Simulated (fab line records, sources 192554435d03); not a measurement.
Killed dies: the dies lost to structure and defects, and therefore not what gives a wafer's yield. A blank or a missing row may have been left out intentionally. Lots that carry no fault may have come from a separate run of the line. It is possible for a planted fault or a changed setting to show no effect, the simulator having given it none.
A struck lot beside a sound one + flow n5-finfet + 14 steps out of a route of 1938
Sound: the wafers L751.1, L751.2, L751.6. Struck: wafer L759.2 (L759.1, L759.6, from the same lot, were not struck and are left out); the cause is given at the end.
At each step with rows: each side's tool, then ch and its chambers, then its first start. Under that, the readings that differ: sound wafers + struck wafers + difference of the means + sigmas: that difference in standard deviations of wafers without a fault.
alike: readings whose means differ by less than 2 such deviations, and words and numbers that are the same on both sides. not compared: withheld readings, readings that some wafer has no value for, bounds like >300 that may hide the same value, and numbers for which the record gives no deviation and whose values overlap.
A row with sigmas, a row that says differs or no value, or rows on one side alone: a step with any of these is where the two part. Non-overlapping numbers with no deviation appear without sigmas and do not part them. A reading that every wafer of one side lacks parts them only if that side has two wafers or more.

first, 3 steps without rows for these wafers: N5_SD_EPI_P_PRECLEAN_32 (cleans in dHF, time 10 s); N5_SD_EPI_P_PRECLEAN_33 (cleans in SC2, time 45 s); N5_SD_EPI_P_SRD_25 (time 30 s).
N5_SD_EPI_P_INSPECT_26: inspects for defects (darkfield).
  struck on defect-inspect-02, day 6 03:35; sound on defect-inspect-01, day 4 04:46
  alike: raw-defect-count
N5_SD_ACTIVATION_RTA_00: time 0 s.
  sound on rtp-anneal-02 ch 0, day 4 04:48; struck on rtp-anneal-01 ch 0, day 6 03:37
  alike: lamp-power-pct, lamp_zone_7_pct, wafer_temp_C_max
N5_SD_ACTIVATION_LSA_01: time 0.0008 s.
  sound on laser-anneal-02 ch 0, day 4 05:00; struck on laser-anneal-02 ch 0, day 6 03:49
  alike: wafer_temp_C_max
N5_SD_ACTIVATION_INSPECT_02: inspects for defects (darkfield).
  struck on defect-inspect-02, day 6 04:21; sound on defect-inspect-02, day 4 05:31
  alike: raw-defect-count
N5_ILD0_LINER_00: material SiNx, target thk 4 nm, pulse time 1 s, purge time 2 s.
  sound on ald-sin-02 ch 0,2, day 4 05:34; struck on ald-sin-01 ch 3, day 6 04:23
| reading            | sound       | struck | difference | sigmas |
|--------------------|-------------|--------|------------|--------|
| heater-power-w (W) | 742 762 789 | 879    | +115       | +2     |
  alike: precursor-pulse-height-rel
then, 2 steps without rows for these wafers: N5_ILD0_FCVD_FILL_01 (material SiO2 flowable, target thk 200 nm, time 328.3 s); N5_ILD0_CURE_02 (time 1800 s).
N5_ILD0_CMP_03: polishes, stops on SiNx, t overpolish 1.9 s, target thk 197.38 nm.
  sound on cmp-02 ch 0,1,2, day 4 07:59; struck on cmp-02 ch 0, day 6 06:45
| reading                | sound    | struck | difference | sigmas |
|------------------------|----------|--------|------------|--------|
| time-to-endpoint-s (s) | 68 69 71 | 151    | +82        | +17    |
  alike: motor-current-A, overpolish-run-s
  not compared: model.SiNx_of_DUMMY_GATE_HM_DEP_06.thk-nm
N5_ILD0_THK_MEAS_04:
  struck on film-metro-02, day 6 07:02; sound on film-metro-01, day 4 08:14
| reading     | sound             | struck | difference | sigmas |
|-------------|-------------------|--------|------------|--------|
| thk-nm (nm) | 196.7 196.1 196.3 | 198.9  | +2.5       | +2     |
N5_ILD0_CMP_07: polishes SiO2 flowable, stops on poly-Si, t overpolish 1.18 s, target thk 138.88 nm.
  sound on cmp-01 ch 0,1,2, day 4 08:19; struck on cmp-02 ch 0, day 6 07:04
  alike: motor-current-A
N5_PASSIVATION_PROBE_49:
  rows exist in the record for the sound wafers here (prober-01, day 13 12:05), none for the struck ones

## WHERE THEY PART
Last at N5_PASSIVATION_PROBE_49 as far as this record goes, first at N5_ILD0_LINER_00.

WHY: whatever the simulator had introduced
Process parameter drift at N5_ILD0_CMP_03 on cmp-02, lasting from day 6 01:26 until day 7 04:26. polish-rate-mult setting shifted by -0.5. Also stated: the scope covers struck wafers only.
